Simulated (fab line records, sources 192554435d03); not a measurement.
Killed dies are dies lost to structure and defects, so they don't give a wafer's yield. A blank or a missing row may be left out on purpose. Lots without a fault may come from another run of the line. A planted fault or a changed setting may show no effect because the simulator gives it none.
Tool commonality check | flow n5_finfet | 11 lots, 33 wafers sampled

WHY IT WAS OPENED
At N5_MIM_TOP_LITHO_INSPECT_12 the reading raw_defect_count is flagged on 2 of 11 lots. Wafers without a fault read 2.0, standard deviation 1.2.
Rule: a lot is flagged when every wafer of it that has a number lies more than 4 standard deviations from that mean, or none has a number. The other lots count as sound.

lot  | measured     | on                | raw_defect_count, wafer by wafer | flag
L923 | day 12 12:32 | defect_inspect-01 | 1 1 1                            |
L926 | day 12 20:09 | defect_inspect-01 | 1 1 1                            |
L929 | day 13 03:41 | defect_inspect-02 | 2 1 3                            |
L931 | day 14 03:33 | defect_inspect-02 | 1 2 0                            |
L936 | day 15 02:02 | defect_inspect-01 | 4 0 1                            |
L933 | day 15 03:04 | defect_inspect-01 | 5 4 3                            |
L934 | day 15 08:54 | defect_inspect-02 | 266 253 252                      | FLAGGED
L935 | day 15 14:27 | defect_inspect-01 | 251 239 271                      | FLAGGED
L945 | day 17 06:31 | defect_inspect-01 | 2 2 2                            |
L943 | day 17 11:57 | defect_inspect-02 | 2 2 3                            |
L944 | day 17 12:33 | defect_inspect-02 | 3 2 2                            |
The numbers of the flagged lots are 255.3 on average: +253.3 against the usual, or +99 or more standard deviations.

WHICH TOOL RAN EACH LOT
The record holds 4 process steps before the reading, out of a route of 1938 steps. In each cell: the tool, then ch and the chambers that the sampled wafers went through, then the start.
lot  | flag    | N5_BEOL_M15_DEP_53              | N5_PASSIVATION_PECVD_00         | N5_MIM_BOT_DEGAS_01          | N5_MIM_TOP_ALD_01
L923 |         | pecvd-04 ch 1,2, day 12 07:04   | pecvd-01 ch 0,1,2, day 12 08:08 | pvd_sputter-02, day 12 11:18 | ald_hk-02 ch 0,3, day 12 12:32 or earlier
L926 |         | pecvd-03 ch 1,2, day 12 13:23   | pecvd-01 ch 1,2, day 12 14:28   | pvd_sputter-02, day 12 16:41 | ald_hk-01 ch 0,2,3, day 12 20:09 or earlier
L929 |         | pecvd-03 ch 1,2, day 12 23:32   | pecvd-01 ch 0,1,2, day 13 00:38 | pvd_sputter-03, day 13 00:48 | ald_hk-01 ch 0,3, day 13 03:41 or earlier
L931 |         | pecvd-04 ch 0,1,2, day 13 21:33 | pecvd-03 ch 1,2, day 13 22:38   | pvd_sputter-01, day 14 01:59 | ald_hk-02 ch 0,2,3, day 14 03:33 or earlier
L936 |         | pecvd-04 ch 0,1,2, day 14 20:28 | pecvd-01 ch 0,1,2, day 14 22:29 | pvd_sputter-01, day 14 22:44 | ald_hk-03 ch 2,3, day 15 02:02 or earlier
L933 |         | pecvd-02 ch 0,1, day 14 22:12   | pecvd-01 ch 1,2, day 14 23:17   | pvd_sputter-02, day 15 01:32 | ald_hk-01 ch 1,2, day 15 03:04 or earlier
L934 | FLAGGED | pecvd-04 ch 0,1, day 15 03:33   | pecvd-01 ch 0,2, day 15 04:38   | pvd_sputter-02, day 15 04:42 | ald_hk-01 ch 1,3, day 15 08:54 or earlier
L935 | FLAGGED | pecvd-04 ch 0,1,2, day 15 09:52 | pecvd-01 ch 0,2, day 15 10:56   | pvd_sputter-03, day 15 12:55 | ald_hk-01 ch 2,3, day 15 14:27 or earlier
L945 |         | pecvd-04 ch 0,2, day 17 03:16   | pecvd-04 ch 0,1, day 17 04:20   | pvd_sputter-03, day 17 04:26 | ald_hk-03 ch 0,1,3, day 17 06:31 or earlier
L943 |         | pecvd-04 ch 0,1,2, day 17 07:32 | pecvd-03 ch 0,1, day 17 08:37   | pvd_sputter-01, day 17 09:28 | ald_hk-03 ch 0,1,2, day 17 11:57 or earlier
L944 |         | pecvd-03 ch 0,1,2, day 17 08:51 | pecvd-03 ch 0,1, day 17 09:56   | pvd_sputter-03, day 17 10:47 | ald_hk-02 ch 0,1,3, day 17 12:33 or earlier
What these steps do:
- N5_BEOL_M15_DEP_53: deposits SiCN from 3MS/NH3, target thk 50 nm, time 17.8 s.
- N5_PASSIVATION_PECVD_00: deposits SiO2 from SiH4/N2O, target thk 200 nm, time 11.2 s.
- N5_MIM_BOT_DEGAS_01: time 60 s.
- N5_MIM_TOP_ALD_01: deposits HfO2, target thk 5.6 nm, pulse time 1 s, purge time 3 s.
- N5_MIM_TOP_LITHO_INSPECT_12: inspects for defects (macro).

FLAGGED OVER TOTAL, TOOL BY TOOL (the gauges that took the reading come last)
step                        | tool              | lots run | flagged | share of the flagged lots | sound lots run after its first flagged lot
N5_BEOL_M15_DEP_53          | pecvd-02          | 1        | 0       | none                      | -
N5_BEOL_M15_DEP_53          | pecvd-03          | 3        | 0       | none                      | -
N5_BEOL_M15_DEP_53          | pecvd-04          | 7        | 2       | all                       | 2 (L945,L943)
N5_PASSIVATION_PECVD_00     | pecvd-01          | 7        | 2       | all                       | 0
N5_PASSIVATION_PECVD_00     | pecvd-03          | 3        | 0       | none                      | -
N5_PASSIVATION_PECVD_00     | pecvd-04          | 1        | 0       | none                      | -
N5_MIM_BOT_DEGAS_01         | pvd_sputter-01    | 3        | 0       | none                      | -
N5_MIM_BOT_DEGAS_01         | pvd_sputter-02    | 4        | 1       | some                      | 0
N5_MIM_BOT_DEGAS_01         | pvd_sputter-03    | 4        | 1       | some                      | 2 (L945,L944)
N5_MIM_TOP_ALD_01           | ald_hk-01         | 5        | 2       | all                       | 0
N5_MIM_TOP_ALD_01           | ald_hk-02         | 3        | 0       | none                      | -
N5_MIM_TOP_ALD_01           | ald_hk-03         | 3        | 0       | none                      | -
N5_MIM_TOP_LITHO_INSPECT_12 | defect_inspect-01 | 6        | 1       | some                      | 1 (L945)
N5_MIM_TOP_LITHO_INSPECT_12 | defect_inspect-02 | 5        | 1       | some                      | 2 (L943,L944)
N5_MIM_TOP_ALD_01 gives no start for some lots, so the hours and the order of its lots are those of N5_MIM_TOP_LITHO_INSPECT_12.

WHAT THE TABLE ALLOWS
3 rows of the table ran every flagged lot: pecvd-04 at N5_BEOL_M15_DEP_53, pecvd-01 at N5_PASSIVATION_PECVD_00, ald_hk-01 at N5_MIM_TOP_ALD_01.
- pecvd-04 at N5_BEOL_M15_DEP_53: 2 of its 7 lots flagged. Sound lots ran on it after the first flagged one (L945, L943), which a lasting fault on the whole tool wouldn't allow.
- pecvd-01 at N5_PASSIVATION_PECVD_00: 2 of its 7 lots flagged. Its last sound lot is L933 (day 14 23:17), its first flagged lot L934 (day 15 04:38): a fault that began between those two fits.
- ald_hk-01 at N5_MIM_TOP_ALD_01: 2 of its 5 lots flagged. Its last sound lot is L933 (day 15 03:04), its first flagged lot L934 (day 15 08:54): a fault that began between those two fits.
Counting lots can't tell these 2 tools apart, because each fits a fault that began at some hour. More lots, or a look at what each step does to the wafer, might.

WHAT THE SIMULATOR HAD PUT IN
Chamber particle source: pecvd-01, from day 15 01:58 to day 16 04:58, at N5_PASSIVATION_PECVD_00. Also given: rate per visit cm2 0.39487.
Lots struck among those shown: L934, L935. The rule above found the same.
